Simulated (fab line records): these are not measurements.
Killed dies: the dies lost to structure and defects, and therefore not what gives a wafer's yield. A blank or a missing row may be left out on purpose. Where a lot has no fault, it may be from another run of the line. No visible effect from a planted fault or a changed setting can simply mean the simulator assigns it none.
Chamber matching ; flow nand harc ; cmp-02 running NHARC_A_CHANNEL_FILL_D1_CMP_10: 4 sister chambers
The step polishes, target thk 150 nm. 14 wafers are shown with their chamber, then 7 later ones without.

WAFERS WITH THEIR CHAMBER
wafer;chamber;motor current A (A);time to endpoint s (s);slurry flow ml min
L077.1;0;13.4;12.5;149.7
L077.5;1;11.6;10.0;150.6
L077.6;2;11.9;16.5;150.3
L081.1;0;13.3;12.6;150.9
L081.3;2;11.1;15.6;150.1
L081.5;2;11.8;16.2;150.4
L084.1;2;11.6;10.7;150.2
L084.2;0;13.5;11.6;149.6
L084.6;1;10.9;9.3;150.0
L088.1;0;13.0;16.2;149.9
L088.5;0;13.0;15.6;150.6
L088.6;3;10.5;14.3;149.6
L092.1;3;11.0;10.1;150.5
L092.3;1;10.8;9.0;149.8

SIGNATURES (averages over the wafers above)
reading;chamber 0;chamber 1;chamber 2;chamber 3;scatter within a chamber
motor current A;13.240;11.100;11.600;10.750;0.331
time to endpoint s;13.700;9.433;14.750;12.200;2.2
slurry flow ml min;150.140;150.133;150.250;150.050;0.462
Rule: a wafer's distance from a chamber is the root of the sum, over the readings, of the square of ((its reading less the chamber's mean) divided by the reading's scatter). The wafer belongs to the nearest chamber; if the next one is less than 2 further off, it can't be placed. The scatter: take each reading less its chamber's mean, square it, sum over the shown wafers, divide by the number of wafers less the number of chambers, and take the root.

WAFERS WITH NO CHAMBER GIVEN
wafer;motor current A (A);time to endpoint s (s);slurry flow ml min
L092.4;12.1;13.8;150.4
L095.1;11.0;13.1;149.2
L095.4;13.7;14.8;149.5
L095.5;13.4;15.5;148.9
L097.3;12.1;16.5;151.0
L097.5;11.2;15.0;150.0
L097.6;12.3;16.7;149.6

WHICH CHAMBER EACH ONE RAN IN
wafer;from the rows above;in truth
L092.4;can't be placed: 2 or 0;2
L095.1;can't be placed: 3 or 1 or 2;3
L095.4;0;0
L095.5;0;0
L097.3;can't be placed: 2 or 0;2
L097.5;can't be placed: 2 or 3 or 1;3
L097.6;can't be placed: 2 or 0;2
Placed correctly: 2 of 7. From these rows, 5 cannot be placed; in 5 the true chamber is one of the candidates. Placed wrongly: 0.
